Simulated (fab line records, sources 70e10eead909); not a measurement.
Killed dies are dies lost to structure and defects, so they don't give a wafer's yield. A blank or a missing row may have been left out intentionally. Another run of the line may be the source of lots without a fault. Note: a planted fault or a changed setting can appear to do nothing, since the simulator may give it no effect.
Matching of chambers :: flow nandHarc :: rieDiel-01 running NHARC_A_CHANNEL_FILL_D2_ETCHBACK_20: 4 sister chambers
The step etches the open film in C4F8/O2/Ar, target depth 27 nm, time 13.5 s. 4 wafers are shown with their chamber, then 10 later ones without.

## EACH WAFER AND ITS CHAMBER
wafer: L087.6
chamber: 0
rfVppV (V): 977

wafer: L088.1
chamber: 1
rfVppV (V): 971

wafer: L091.4
chamber: 3
rfVppV (V): 971

wafer: L091.5
chamber: 2
rfVppV (V): 973

## WAFERS MISSING THEIR CHAMBER
wafer: L091.6
rfVppV (V): 969

wafer: L094.1
rfVppV (V): 973

wafer: L094.4
rfVppV (V): 970

wafer: L094.5
rfVppV (V): 971

wafer: L095.1
rfVppV (V): 970

wafer: L095.3
rfVppV (V): 970

wafer: L095.5
rfVppV (V): 973

wafer: L096.1
rfVppV (V): 975

wafer: L096.4
rfVppV (V): 973

wafer: L096.6
rfVppV (V): 972

## THE CHAMBER EACH PASSED THROUGH
wafer: L091.6
from the rows above: can't be placed: 1 or 3 or 2
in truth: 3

wafer: L094.1
from the rows above: can't be placed: 2 or 1 or 3
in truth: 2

wafer: L094.4
from the rows above: can't be placed: 1 or 3 or 2
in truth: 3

wafer: L094.5
from the rows above: can't be placed: 1 or 3 or 2
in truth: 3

wafer: L095.1
from the rows above: can't be placed: 1 or 3 or 2
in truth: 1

wafer: L095.3
from the rows above: can't be placed: 1 or 3 or 2
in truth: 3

wafer: L095.5
from the rows above: can't be placed: 2 or 1 or 3
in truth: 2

wafer: L096.1
from the rows above: can't be placed: 0 or 2 or 1 or 3
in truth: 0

wafer: L096.4
from the rows above: can't be placed: 2 or 1 or 3
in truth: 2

wafer: L096.6
from the rows above: can't be placed: 1 or 2 or 3
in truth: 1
0 of 10 placed correctly. Unplaceable from these rows: 10, with the true chamber sitting among the candidates in 10. Number placed wrongly: 0.
How it was worked out, from the rows above alone: a wafer's distance from a chamber is the root of the sum, over the readings, of the square of ((its reading less the chamber's mean) divided by the reading's scatter). If the next closest chamber is less than 2 further off than the closest, the wafer can't be placed; otherwise it belongs to the closest. The mean given for a chamber averages the wafers shown for that chamber. The scatter: with one shown wafer a chamber, the root of the mean of the squares of how far each hidden wafer lies from its nearest shown one.
